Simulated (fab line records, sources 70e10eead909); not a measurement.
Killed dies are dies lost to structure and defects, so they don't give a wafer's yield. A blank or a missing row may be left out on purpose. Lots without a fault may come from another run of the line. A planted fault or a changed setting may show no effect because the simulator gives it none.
A struck lot beside a sound one | flow nand_harc | 40 steps out of a route of 1159
Sound: wafers L955.2, L955.4, L955.5. Struck: wafer L959.3. (L959.2, L959.5 of the same lot were not struck and are left out.) The cause comes at the end.
At each step with rows: each side's tool, then ch and its chambers, then its first start. Under that, the readings that differ: sound wafers | struck wafers | difference of the means | sigmas: that difference in standard deviations of wafers without a fault.
alike: readings whose means differ by less than 2 such deviations, and words and numbers that are the same on both sides. not compared: withheld readings, readings that some wafer has no value for, bounds like >300 that may hide the same value, and numbers for which the record gives no deviation and whose values overlap.
The two part at a step that has a row with sigmas, a row that says differs or no value, or rows on one side only. Numbers that don't overlap but have no deviation are shown without sigmas and don't part them. A reading that every wafer of one side lacks parts them only if that side has two wafers or more.

first, 2 steps without rows for these wafers: NHARC_A_STAIRCASE_SRD_154; NHARC_A_STAIRCASE_ETCH_403 (etches SiO2 in dHF, target depth 108.2 nm).
NHARC_A_STAIRCASE_ETCHBACK_422: etches the open film in CH3F/O2, target depth 40 nm, time 74.286 s.
  sound on rie_diel-06 ch 0,1,3, day 14 05:22; struck on rie_diel-13 ch 3, day 14 13:07
  alike: ch3f_flow_sccm, chamber_pressure_mTorr, drypump_motor_current_A, oes_product_au, rf_vpp_V, showerhead_plenum_p_Torr, throttle_valve_pct
  not compared: rf_hours_counter_h
then, 1 step without rows for these wafers: NHARC_A_STAIRCASE_ETCH_423 (etches SiO2 in dHF, target depth 30 nm).
NHARC_A_STAIRCASE_ETCHBACK_157: etches the open film in CH3F/O2, target depth 90 nm, time 167.14 s.
  sound on rie_diel-06 ch 0,1,3, day 14 05:41; struck on rie_diel-13 ch 3, day 14 13:30
  reading      | sound             | struck | difference | sigmas
  rf_vpp_V (V) | 247.1 244.7 241.7 | 240.6  | -3.9       | -3
  alike: ch3f_flow_sccm, chamber_pressure_mTorr, drypump_motor_current_A, oes_product_au, showerhead_plenum_p_Torr, throttle_valve_pct
  not compared: rf_hours_counter_h
then, 4 steps without rows for these wafers: NHARC_A_STAIRCASE_STRIP_475 (strips in O2, time 20 s); NHARC_A_STAIRCASE_DEP_471 (deposits SiO2, target thk 100 nm); NHARC_A_STAIRCASE_CMP_472 (polishes SiO2); NHARC_A_STAIRCASE_SRD_474.
NHARC_A_STAIRCASE_INSPECT_155:
  sound on defect_inspect-02, day 14 06:35; struck on defect_inspect-01, day 14 15:00
  alike: raw_defect_count
NHARC_A_SGD_CUT_DEP_00: deposits SiNx, target thk 50 nm.
  sound on pecvd-04 ch 0,1, day 14 06:43; struck on pecvd-04 ch 0, day 14 15:07
  alike: heater_power_w
then, 10 steps without rows for these wafers: NHARC_A_SGD_CUT_DEHYDRATE_01 (time 120 s); NHARC_A_SGD_CUT_HMDS_02 (time 30 s); NHARC_A_SGD_CUT_COAT_56 (time 75 s); NHARC_A_SGD_CUT_COAT_57 (time 65 s); NHARC_A_SGD_CUT_COAT_03 (resist thk 90 nm); NHARC_A_SGD_CUT_SOFTBAKE_04 (time 55 s); NHARC_A_SGD_CUT_EBR_05; NHARC_A_SGD_CUT_EXPOSE_06 (exposes mask SGD); NHARC_A_SGD_CUT_PEB_07 (peb time 65 s); NHARC_A_SGD_CUT_DEVELOP_08 (develop time 35 s).
NHARC_A_SGD_CUT_CD_MEAS_09: target cd 100 nm.
  sound on cd_sem-01 ch 0, day 14 07:23; struck on cd_sem-03 ch 0, day 14 15:51
  alike: cd_nm
NHARC_A_SGD_CUT_OVL_MEAS_10:
  sound on overlay-01, day 14 07:29; struck on overlay-02, day 14 15:56
  alike: overlay_x_nm, overlay_y_nm
NHARC_A_SGD_CUT_INSPECT_11:
  sound on defect_inspect-02, day 14 07:31; struck on defect_inspect-02, day 14 15:58
  alike: raw_defect_count
then, 3 steps without rows for these wafers: NHARC_A_SGD_CUT_DESCUM_14 (chemistry O2, time 3 s); NHARC_A_SGD_CUT_ETCH_58 (etches the open film in CF4, target depth 39 nm, time 65 s); NHARC_A_SGD_CUT_ETCH_59 (etches the open film in N2/H2, target depth 260 nm, time 406.25 s).
NHARC_A_SGD_CUT_ETCH_15: etches the open film in CH3F/O2, target depth 75 nm, time 64.3 s.
  sound on rie_diel-04 ch 0,1,3; struck on rie_diel-01 ch 1
  alike: ch3f_flow_sccm, chamber_pressure_mTorr, drypump_motor_current_A, oes_product_au, rf_vpp_V, showerhead_plenum_p_Torr, throttle_valve_pct
  not compared: rf_hours_counter_h
NHARC_A_SGD_CUT_ETCH_16: etches the open film in C4F8/O2/Ar, target depth 310.5 nm, time 155.2 s.
  sound on rie_diel-04 ch 0,2; struck on rie_diel-01 ch 3
  alike: chamber_pressure_mTorr, oes_product_au, rf_vpp_V
  not compared: rf_hours_counter_h
then, 6 steps without rows for these wafers: NHARC_A_SGD_CUT_STRIP_60 (strips in C4F8/O2/Ar); NHARC_A_SGD_CUT_STRIP_17 (strips in O2); NHARC_A_SGD_CUT_PRECLEAN_18 (cleans in SC1); NHARC_A_SGD_CUT_SRD_19; NHARC_A_SGD_CUT_DEP_20 (deposits SiO2, target thk 150 nm); NHARC_A_SGD_CUT_ANNEAL_27 (time 1800 s).
NHARC_A_SGD_CUT_CMP_21: polishes, target thk 148.19 nm.
  sound on cmp-01 ch 0,1,2, day 14 12:59; struck on cmp-03 ch 2, day 14 22:41
  alike: motor_current_A, time_to_endpoint_s
then, 3 steps without rows for these wafers: NHARC_A_SGD_CUT_SRD_23; NHARC_A_SGD_CUT_ETCH_26 (etches SiO2 in dHF, target depth 45.8 nm); NHARC_A_SGD_CUT_ETCHBACK_24 (etches the open film in CH3F/O2, target depth 50 nm, time 92.857 s).
-- the record jumps here: 5 days lie between the struck wafers' starts before and after (it left off in module A_SGD_CUT and takes up again in module END, whose first step shown is number 1159 of the route) --
NHARC_END_SORT_01:
  sound on prober-01 ch 0, day 19 15:01; struck on prober-02 ch 0, day 19 15:49
  reading         | sound    | struck | difference | sigmas
  killed_at_array | 24 34 22 | 674    | +647       | +83
  killed_dies     | 27 38 25 | 677    | +647       | +79
  alike: killed_at_other, killed_at_periphery, killed_open, killed_short

WHERE THEY PART
First at NHARC_A_STAIRCASE_ETCHBACK_157; last, within this record, at NHARC_END_SORT_01.

WHY: what the simulator had put in
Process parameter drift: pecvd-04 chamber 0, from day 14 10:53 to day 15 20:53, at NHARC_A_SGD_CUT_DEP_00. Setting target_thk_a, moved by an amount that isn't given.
